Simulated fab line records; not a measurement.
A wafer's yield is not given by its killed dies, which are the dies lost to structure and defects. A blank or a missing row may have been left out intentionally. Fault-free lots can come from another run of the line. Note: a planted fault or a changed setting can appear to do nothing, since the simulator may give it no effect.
Lot-split experiment -- flow n5 finfet -- 7 lots, 21 wafers read, on a route of 1938 steps

== SPLIT DETAILS ==
At N5_SD_EPI_P_PEB_07 (peb time 60 s), the setting peb time s was moved away from the recipe's 60 s on 7 of the 21 wafers read, by -18.5% to +18.7%. The other wafers ran this setting at the recipe's value.

== THE PATH FROM SPLIT TO READING: the file shows 1 step between them ==
- N5_SD_EPI_P_DEVELOP_08: develop time 30 s

== THE READING ==
cd nm at N5_SD_EPI_P_CD_MEAS_09, given in nm (cd target 240 nm). Typical for fault-free wafers on this fab line: 239.2 nm, with standard deviation 0.7 nm.

wafer,"tool, chamber at the split","peb time s as run, s",against the recipe,"cd nm, nm",against lot-mates on the recipe
L085.1,"litho track-02, 0",60,recipe,238.7,-
L085.2,"litho track-02, 0",60,recipe,239.2,-
L085.6,"litho track-02, 0",60,recipe,238.6,-
L086.1,"litho track-01, 0",66.17,+10.3%,241.8,+2.0
L086.2,"litho track-01, 0",66.17,+10.3%,241.9,+2.1
L086.5,"litho track-01, 0",60,recipe,239.8,-
L088.1,"litho track-01, 0",60,recipe,237.4,-
L088.2,"litho track-01, 0",60,recipe,237.9,-
L088.3,"litho track-01, 0",60,recipe,238.5,-
L090.1,"litho track-05, 0",71.24,+18.7%,245.1,no lot-mate on the recipe
L090.2,"litho track-05, 0",71.24,+18.7%,245.5,no lot-mate on the recipe
L090.3,"litho track-05, 0",71.24,+18.7%,245.0,no lot-mate on the recipe
L091.3,"litho track-02, 0",60,recipe,239.3,-
L091.4,"litho track-02, 0",48.89,-18.5%,230.9,-7.8
L091.6,"litho track-02, 0",60,recipe,238.1,-
L094.2,"litho track-01, 0",60,recipe,238.2,-
L094.5,"litho track-01, 0",60,recipe,239.3,-
L094.6,"litho track-01, 0",66.96,+11.6%,243.0,+4.2
L096.3,"litho track-05, 0",60,recipe,239.3,-
L096.4,"litho track-05, 0",60,recipe,239.6,-
L096.5,"litho track-05, 0",60,recipe,238.6,-

FIT RESULTS
A straight line over all 21 wafers: cd nm changes by +0.363 nm for each +1% of peb time s; r = +0.98; the points scatter about the line by 0.66 nm.
The same after taking each lot's own level away (the mean of its wafers on the recipe; 18 wafers): +0.347 nm for each +1%; r = +0.95; scatter 0.72 nm.
On that fit, the largest move of peb time s shifts the reading by 6.5 nm.
The lots' own levels span 237.93 to 239.80 nm, that is 2.7 times the standard deviation above.
Consequently the slope shifts little with the lot-to-lot level, the two slopes agreeing.
Check: for one of the wafers moved furthest among these (-18.5%), held out of the fit, the line's prediction against its lot-mates is -4.92 nm. It came out at -7.8 nm against them.

== ADDITIONAL SPLITS CARRIED BY THESE WAFERS ==
These wafers also went through other splits before the reading. Each is held against what the fit with the lots' levels taken away leaves over:
other split on the same wafers,wafers away from the commonest value,r with cd nm (lot level and that fit taken away)
N5_WELL_APT_COAT_02 spin rpm,9,-0.01
N5_WELL_APT_EXPOSE_22 dose mj,2,+0.05
N5_WELL_APT_PEB_23 peb temp c,8,-0.29
N5_FIN_SAQP_PEB_14 peb time s,7,-0.35
N5_FIN_SAQP_DEVELOP_15 develop time s,7,+0.02
N5_DUMMY_GATE_PECVD_30 time s,4,+0.00
N5_DUMMY_GATE_COAT_09 spin rpm,3,+0.03

== THE WHOLE CHAIN: every reading that the file lists as answering this split, in the file's order ==
step,what it does,reading,change (the file's fit),r (the file's)
N5_SD_EPI_P_CD_MEAS_09,target cd 240 nm,cd nm,+0.368 nm for each +1% of the setting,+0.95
N5_SD_EPI_P_DESCUM_14,"chemistry O2, time 7.9 s","SD_EPI_P.cd nm (the simulator's own value, which no gauge read)",+0.364 nm for each +1% of the setting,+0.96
N5_SD_EPI_P_ETCH_36,"etches SiARC in CF4, target depth 45.5 nm, time 75.8 s","SD_EPI_P.cd nm (the simulator's own value, which no gauge read)",+0.368 nm for each +1% of the setting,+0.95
N5_SD_EPI_P_ETCH_37,"etches SOC in N2/H2, overetch 108 nm, time 486 s","SD_EPI_P.cd nm (the simulator's own value, which no gauge read)",+0.411 nm for each +1% of the setting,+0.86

== FILE'S OWN FIT ==
cd nm changes by +0.368 nm for each +1% of peb time s, r = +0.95.
